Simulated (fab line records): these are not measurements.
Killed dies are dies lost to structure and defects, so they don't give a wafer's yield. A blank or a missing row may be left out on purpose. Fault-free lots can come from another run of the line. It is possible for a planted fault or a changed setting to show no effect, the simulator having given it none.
2 desks looking at one fault + flow n5 finfet + each desk has only its own numbers; what lay behind them comes last

## DESK OF THE TOOL OWNER: litho track-03
The tool's own readings at N5_BEOL_M0_SAQP_COAT_105 (time 60 s, resist thk 100 nm): means of the sampled wafers that have a number, for each lot that ran on this tool. Marked OUT: a lot whose mean sits more than 4 standard deviations from the usual mean, which makes it out of limits; the brackets give that distance.
Columns: A = spin speed rpm at N5_BEOL_M0_SAQP_COAT_105, usual 1500.0 rpm
| lot  | first seen here | A                        |
|------|-----------------|--------------------------|
| L711 | day 7 20:36     | 1499.6                   |
| L713 | day 8 12:25     | 1828.2 (+99 or more) OUT |
| L716 | day 9 08:29     | 1829.1 (+99 or more) OUT |
This desk's finding: out of limits on L713, L716; first on L713, day 8 12:25 (spin speed rpm at N5_BEOL_M0_SAQP_COAT_105). L711: within limits.

## THE METROLOGY DESK
Means of the sampled wafers that have a number, per lot and without regard to the tool the lot ran on: this is what the gauges read. Marked OUT: a lot whose mean sits more than 4 standard deviations from the usual mean, which makes it out of limits; the brackets give that distance. 7 of its 11 readings are shown, namely those furthest out on some lot.
Columns: A = DIBL_P at N5_BEOL_M4_RC_MEAS_101, usual 35 mV/V; B = IOFF_N at N5_BEOL_M4_RC_MEAS_101, usual 0.15 nA/um; C = IOFF_P at N5_BEOL_M4_RC_MEAS_101, usual 0.20 nA/um; D = SS_N at N5_BEOL_M4_RC_MEAS_101, usual 71.2 mV/dec; E = SS_P at N5_BEOL_M4_RC_MEAS_101, usual 73.0 mV/dec; F = VT_N at N5_BEOL_M4_RC_MEAS_101, usual 252 mV; G = VT_P at N5_BEOL_M4_RC_MEAS_101, usual -251 mV
| lot  | first seen here | A  | B    | C    | D    | E    | F   | G    |
|------|-----------------|----|------|------|------|------|-----|------|
| L706 | day 6 07:04     | 40 | 0.21 | 0.28 | 72.3 | 74.3 | 245 | -246 |
| L711 | day 7 19:57     | 37 | 0.19 | 0.22 | 72.0 | 73.9 | 248 | -250 |
| L713 | day 8 11:46     | 35 | 0.13 | 0.20 | 71.1 | 72.7 | 251 | -249 |
| L716 | day 9 07:50     | 40 | 0.24 | 0.28 | 72.3 | 74.4 | 245 | -247 |
| L725 | day 11 02:11    | 32 | 0.11 | 0.14 | 70.4 | 72.6 | 257 | -257 |
| L726 | day 11 12:25    | 33 | 0.12 | 0.16 | 71.7 | 73.4 | 257 | -259 |
This desk's verdict: no lot among the 6 shows anything out of limits.

## PUT TOGETHER
At day 8 12:25, on L713, L716, the tool owner's desk was in a position to raise an alarm.
The metrology desk saw nothing out of limits.
The metrology desk holds a record of L713, L716, inside its limits.
Of the lots named, all ran N5_BEOL_M0_SAQP_COAT_105 on litho track-03.

## WHAT THE SIMULATOR HAD PUT IN
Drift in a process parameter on litho track-03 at N5_BEOL_M0_SAQP_COAT_105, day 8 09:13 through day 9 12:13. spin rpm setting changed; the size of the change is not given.
Lots struck among those shown: L713, L716.
Hours from the fault's start to each desk's first reading out of limits: the tool owner's desk, 3.
